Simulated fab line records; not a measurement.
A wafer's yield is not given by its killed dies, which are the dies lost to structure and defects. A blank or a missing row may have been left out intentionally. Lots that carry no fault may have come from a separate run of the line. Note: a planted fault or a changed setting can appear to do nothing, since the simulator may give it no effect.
Struck lot and sound lot, side by side / flow n5-finfet / 12 steps out of a route of 1938
Sound: wafers L886.2, L886.4, L886.5. Wafers struck: L873.2, L873.3, L873.6. The cause is named last.
At each step with rows: each side's tool, then ch and its chambers, then its first start. Under that, the readings that differ: sound wafers / struck wafers / difference of the means / sigmas: that difference in standard deviations of wafers without a fault.
alike: words and numbers the same on both sides, and readings whose means are apart by under 2 such deviations; not compared: readings that were withheld, readings missing a value for some wafer, numbers with overlapping values and no deviation given by the record, and bounds like >300 which may hide the same value.
A row with sigmas, a row that says differs or no value, or rows on one side alone: a step with any of these is where the two part. Numbers that don't overlap but have no deviation are shown without sigmas and don't part them. A reading that every wafer of one side lacks parts them only if that side has two wafers or more.

first, 9 steps without rows for these wafers: N5_BEOL_M0_SAQP_EXPOSE_37 (exposes mask M0 CUT1, target cd 30 nm); N5_BEOL_M0_SAQP_PEB_38 (peb time 60 s); N5_BEOL_M0_SAQP_DEVELOP_39 (develop time 30 s); N5_BEOL_M0_SAQP_DESCUM_45 (chemistry O2, time 7 s); N5_BEOL_M0_SAQP_ETCH_88 (etches underlayer in N2/H2, target depth 6.5 nm, time 5.2 s); N5_BEOL_M0_SAQP_ETCH_73 (etches SiARC in CF4, target depth 19.5 nm, time 32.5 s); N5_BEOL_M0_SAQP_CUT_ETCH_46 (etches SOC in N2/H2, target depth 135 nm, overetch 27 nm, time 202.5 s); N5_BEOL_M0_SAQP_STRIP_74 (strips in N2/H2); N5_BEOL_M0_SAQP_STRIP_89 (strips in N2/H2).
N5_BEOL_M0_SAQP_ALD_48: deposits SiO2, target thk 20 nm, pulse time 1 s, co reactant pulse time 1 s.
  sound on ald-sin-03 ch 2,3, day 11 08:23; struck on ald-sin-03 ch 1,3, day 7 21:05
  no value came back on the struck wafers for ald-cycles, chamber-pressure-Torr (Torr), heater-power-w (W), precursor-pulse-height-rel; on the sound wafers ald-cycles reads 139 139 139
then, 1 step without rows for these wafers: N5_BEOL_M0_SAQP_ETCH_49 (etches SiO2 in CF4/O2, target depth 37 nm).
-- a jump in the record: the struck wafers' starts before and after are 7 days apart (it breaks off in module BEOL_M0_SAQP and resumes in module PASSIVATION, where the first step shown is number 1936 of the route) --
N5_PASSIVATION_PROBE_49:
  sound: prober-02 at day 18 02:58; struck: prober-01 at day 14 11:29
reading=defect-limited-yield (%); sound=90.7 92.3 91.2; struck=0 0; difference=-91; sigmas=-65
reading=killed_at_M0_to_M3; sound=38 39 35; struck=1173 1172; difference=+1135; sigmas=+99 or more
reading=killed-at-front-end; sound=50 30 38; struck=4 6; difference=-34; sigmas=-3
reading=killed-dies; sound=110 91 104; struck=1180 1180; difference=+1078; sigmas=+67
reading=killed-on-rim; sound=17 8 15; struck=152 152; difference=+139; sigmas=+39
reading=killed-open; sound=66 58 67; struck=9 8; difference=-55; sigmas=-5
reading=killed-short; sound=42 33 36; struck=3 3; difference=-34; sigmas=-5
reading=sort_bin_5_function (%); sound=4.9 4.9 5.8; struck=74.4 71.0; difference=+67.5; sigmas=+71
reading=sort-n-pass; sound=1070 1089 1076; struck=0 0; difference=-1078; sigmas=-67
reading=sort-yield-pct (%); sound=90.7 92.3 91.2; struck=0 0; difference=-91; sigmas=-65
  alike: killed_at_M4_up, killed-at-contacts, killed-at-other, sort_bin_6_memory

== WHERE THEY PART ==
First at N5_BEOL_M0_SAQP_ALD_48; last, within this record, at N5_PASSIVATION_PROBE_49.

WHY: whatever the simulator had introduced
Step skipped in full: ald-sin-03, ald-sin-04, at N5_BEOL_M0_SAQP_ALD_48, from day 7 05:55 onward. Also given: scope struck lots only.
